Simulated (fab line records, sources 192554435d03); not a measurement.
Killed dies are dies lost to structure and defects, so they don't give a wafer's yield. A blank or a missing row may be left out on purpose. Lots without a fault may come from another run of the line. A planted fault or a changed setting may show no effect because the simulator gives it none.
Split-lot experiment | flow n5_finfet | 7 lots, 21 wafers read, on a route of 1938 steps

THE SPLIT
At N5_BEOL_M5_COAT_74 (time 60 s, resist thk 5 nm), the setting spin_rpm was moved away from the recipe's 1500 rpm on 4 of the 21 wafers read, by -9.2% to +8.5%. The other wafers ran this setting at the recipe's value.

FROM THE SPLIT TO THE READING: what the file shows between them, 7 steps
- N5_BEOL_M5_COAT_22: resist thk 30 nm (also split here: spin_rpm)
- N5_BEOL_M5_EBR_24
- N5_BEOL_M5_SOFTBAKE_23: time 60 s
- N5_BEOL_M5_EXPOSE_25: exposes mask V4, defocus 10 nm
- N5_BEOL_M5_PEB_26: peb time 60 s
- N5_BEOL_M5_DEVELOP_27: develop time 30 s
- N5_BEOL_M5_DESCUM_33: chemistry O2, time 7 s

THE READING
etch.depth_nm (the simulator's own value, which no gauge read), in nm, at N5_BEOL_M5_ETCH_75 (etches underlayer in N2/H2, target depth 6.5 nm, time 5.2 s). The file gives no usual value for it. The 17 wafers here that ran the recipe average 5.004 nm, standard deviation 0.013 nm.

wafer  | tool, chamber at the split | spin_rpm as run, rpm | against the recipe | etch.depth_nm, nm | against lot-mates on the recipe
L076.1 | litho_track-05, 0          | 1500                 | recipe             | 4.995             | -
L076.2 | litho_track-05, 0          | 1500                 | recipe             | 4.981             | -
L076.5 | litho_track-05, 0          | 1500                 | recipe             | 5.006             | -
L077.4 | litho_track-05, 0          | 1362                 | -9.2%              | 5.236             | +0.231
L077.5 | litho_track-05, 0          | 1500                 | recipe             | 5.014             | -
L077.6 | litho_track-05, 0          | 1500                 | recipe             | 4.997             | -
L082.1 | litho_track-05, 0          | 1500                 | recipe             | 4.988             | -
L082.2 | litho_track-05, 0          | 1500                 | recipe             | 5.01              | -
L082.5 | litho_track-05, 0          | 1500                 | recipe             | 5.011             | -
L084.2 | litho_track-02, 0          | 1500                 | recipe             | 5.021             | -
L084.5 | litho_track-02, 0          | 1500                 | recipe             | 5.013             | -
L084.6 | litho_track-02, 0          | 1500                 | recipe             | 5.007             | -
L089.1 | litho_track-05, 0          | 1500                 | recipe             | 4.981             | -
L089.4 | litho_track-05, 0          | 1549                 | +3.3%              | 4.904             | -0.085
L089.6 | litho_track-05, 0          | 1500                 | recipe             | 4.997             | -
L094.1 | litho_track-03, 0          | 1627                 | +8.5%              | 4.804             | -0.193
L094.2 | litho_track-03, 0          | 1627                 | +8.5%              | 4.801             | -0.196
L094.4 | litho_track-03, 0          | 1500                 | recipe             | 4.997             | -
L093.2 | litho_track-05, 0          | 1500                 | recipe             | 5.009             | -
L093.4 | litho_track-05, 0          | 1500                 | recipe             | 5.022             | -
L093.5 | litho_track-05, 0          | 1500                 | recipe             | 5.019             | -

THE FIT
A straight line over all 21 wafers: etch.depth_nm changes by -0.0246 nm for each +1% of spin_rpm; r = -0.99; the points scatter about the line by 0.013 nm.
The same after taking each lot's own level away (the mean of its wafers on the recipe; 21 wafers): -0.0239 nm for each +1%; r = -0.99; scatter 0.0085 nm.
On that fit, the largest move of spin_rpm shifts the reading by 0.22 nm.
The lots' own levels span 4.9890 to 5.0167 nm, that is 2.2 times the standard deviation above.
So the lot-to-lot level changes the slope little: the two slopes agree.
Check: with one of the wafers moved furthest among these (-9.2%) left out of the fit, the line predicts +0.213 nm for it against its lot-mates. It came out at +0.231 nm against them.

OTHER SPLITS ON THESE WAFERS
These wafers also went through other splits before the reading. Each is held against what the fit with the lots' levels taken away leaves over:
other split on the same wafers     | wafers away from the commonest value | r with etch.depth_nm (lot level and that fit taken away)
N5_BEOL_M3_EXPOSE_08 dose_mj       | 8                                    | -0.34
N5_BEOL_M4_TRENCH_ETCH_37 source_w | 4                                    | -0.01
N5_BEOL_M5_ETCH_72 bias_w          | 3                                    | +0.17
N5_BEOL_M5_ETCH_62 source_w        | 7                                    | +0.32
N5_BEOL_M5_COAT_22 spin_rpm        | 8                                    | +0.15

THE FILE'S OWN FIT
etch.depth_nm changes by -0.0242 nm for each +1% of spin_rpm, r = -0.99.
